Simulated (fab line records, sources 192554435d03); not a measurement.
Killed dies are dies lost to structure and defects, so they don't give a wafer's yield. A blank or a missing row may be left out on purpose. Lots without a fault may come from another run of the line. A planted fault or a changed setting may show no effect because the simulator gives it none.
A struck lot beside a sound one | flow n5_finfet | 16 steps out of a route of 1938
Sound: wafers L767.4, L767.5, L767.6. Struck: wafers L762.3, L762.4. The cause comes at the end.
At each step with rows: each side's tool, then ch and its chambers, then its first start. Under that, the readings that differ: sound wafers | struck wafers | difference of the means | sigmas: that difference in standard deviations of wafers without a fault.
alike: readings whose means differ by less than 2 such deviations, and words and numbers that are the same on both sides. not compared: withheld readings, readings that some wafer has no value for, bounds like >300 that may hide the same value, and numbers for which the record gives no deviation and whose values overlap.
The two part at a step that has a row with sigmas, a row that says differs or no value, or rows on one side only. Numbers that don't overlap but have no deviation are shown without sigmas and don't part them. A reading that every wafer of one side lacks parts them only if that side has two wafers or more.

first, 3 steps without rows for these wafers: N5_BEOL_M0_SAQP_SRD_93 (time 30 s); N5_BEOL_M0_SAQP_RECESS_114 (chemistry HF/NH3, target SiO2, target depth 14.4 nm, afs cycles 3, sublimation time 60 s); N5_BEOL_M0_SAQP_SPACER1_ALD_98 (deposits SiO2, target thk 12.8 nm, pulse time 1 s, purge time 2 s).
N5_BEOL_M0_SAQP_SPACER1_ETCHBACK_99: etches SiO2 in CHF3/O2, target depth 15.4 nm, time 7.7 s.
  sound on rie_diel-03 ch 1,2,3, day 10 03:40; struck on rie_diel-05 ch 0,2, day 8 23:21
  alike: chamber_pressure_mTorr, drypump_motor_current_A, oes_product_au, rf_vpp_V, showerhead_plenum_p_Torr, throttle_valve_pct
  not compared: rf_hours_counter_h
then, 1 step without rows for these wafers: N5_BEOL_M0_SAQP_MANDREL1_REMOVE_100 (chemistry HBr/Cl2/O2, target a-Si, stops on SiNx, bt time 10 s).
N5_BEOL_M0_SAQP_CD_MEAS_25: target cd 13.1 nm.
  sound on cd_sem-02 ch 0, day 10 03:50; struck on cd_sem-01 ch 0, day 8 23:34
  alike: cd_nm
N5_BEOL_M0_SAQP_ETCH_101: etches SiNx in CH3F/O2, target depth 29.9 nm, time 42.7 s.
  sound on rie_diel-05 ch 1,2, day 10 03:53; struck on rie_diel-03 ch 2,3, day 8 23:36
  alike: CH3F_flow_sccm, chamber_pressure_mTorr, drypump_motor_current_A, oes_product_au, rf_vpp_V, showerhead_plenum_p_Torr, throttle_valve_pct
  not compared: rf_hours_counter_h
N5_BEOL_M0_SAQP_ETCH_102: etches SiO2 in CF4, target depth 4 nm, time 4.4 s.
  sound on rie_si-01 ch 0,1,2, day 10 03:59; struck on rie_si-01 ch 1,2, day 8 23:42
  alike: chamber_pressure_mTorr, drypump_motor_current_A, oes_product_au, throttle_valve_pct
  not compared: rf_hours_counter_h
N5_BEOL_M0_SAQP_MANDREL_ETCH_103: etches a-Si in HBr/Cl2, stops on SiCN, target depth 45 nm, bt time 10 s, time 27 s.
  sound on rie_si-01 ch 0,1,2, day 10 04:01; struck on rie_si-01 ch 1,2, day 8 23:44
  alike: chamber_pressure_mTorr, drypump_motor_current_A, oes_product_au, throttle_valve_pct
  not compared: rf_hours_counter_h
N5_BEOL_M0_SAQP_RECESS_104: chemistry HF/NH3, target SiO2, target depth 18 nm, afs cycles 3, sublimation time 60 s.
  sound on vapor_etch-02 ch 0,1, day 10 04:13; struck on vapor_etch-01 ch 0,1, day 8 23:56
  alike: drypump_motor_current_A
then, 2 steps without rows for these wafers: N5_BEOL_M0_SAQP_COAT_105 (time 60 s, resist thk 100 nm); N5_BEOL_M0_SAQP_ETCH_106 (etches SOC in N2/H2, stops on SiNx, target depth 150 nm).
N5_BEOL_M0_SAQP_ETCH_107: etches SiNx in CH3F/O2, target depth 30 nm.
  sound on rie_diel-05 ch 1,2, day 10 04:45; struck on rie_diel-03 ch 0,1, day 9 00:19
  reading                                  | sound          | struck    | difference | sigmas
  oes_product_au (a.u.)                    | 0.80 0.85 0.79 | 0.52 0.68 | -0.21      | -2
  model.BEOL_M0_SAQP.feature_depth_nm (nm) | 29 29.8 28.8   | 18.4 19   | -10.5      |
  alike: CH3F_flow_sccm, chamber_pressure_mTorr, drypump_motor_current_A, rf_vpp_V, showerhead_plenum_p_Torr, throttle_valve_pct
  not compared: rf_hours_counter_h
then, 1 step without rows for these wafers: N5_BEOL_M0_SAQP_STRIP_108 (strips in N2/H2).
-- the record jumps here: 3 days lie between the struck wafers' starts before and after (it left off in module BEOL_M0_SAQP and takes up again in module BEOL_M4, whose first step shown is number 1111 of the route) --
N5_BEOL_M4_RC_MEAS_101:
  sound on prober-01 ch 0, day 12 10:42; struck on prober-02 ch 0, day 11 20:48
  alike: DIBL_N, DIBL_P, IOFF_N, IOFF_P, ION_N, ION_P, SS_N, SS_P, VT_N, VT_P
-- the record jumps here: 4 days lie between the struck wafers' starts before and after (it left off in module BEOL_M4 and takes up again in module PASSIVATION, whose first step shown is number 1936 of the route) --
N5_PASSIVATION_PROBE_49:
  the record has rows for the struck wafers here (prober-02, day 15 23:41) and none for the sound ones

WHERE THEY PART
First at N5_BEOL_M0_SAQP_ETCH_107; last, within this record, at N5_PASSIVATION_PROBE_49.

WHY: what the simulator had put in
Process parameter drift: rie_diel-03, from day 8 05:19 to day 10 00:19, at N5_BEOL_M0_SAQP_ETCH_107. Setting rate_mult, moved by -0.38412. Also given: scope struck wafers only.
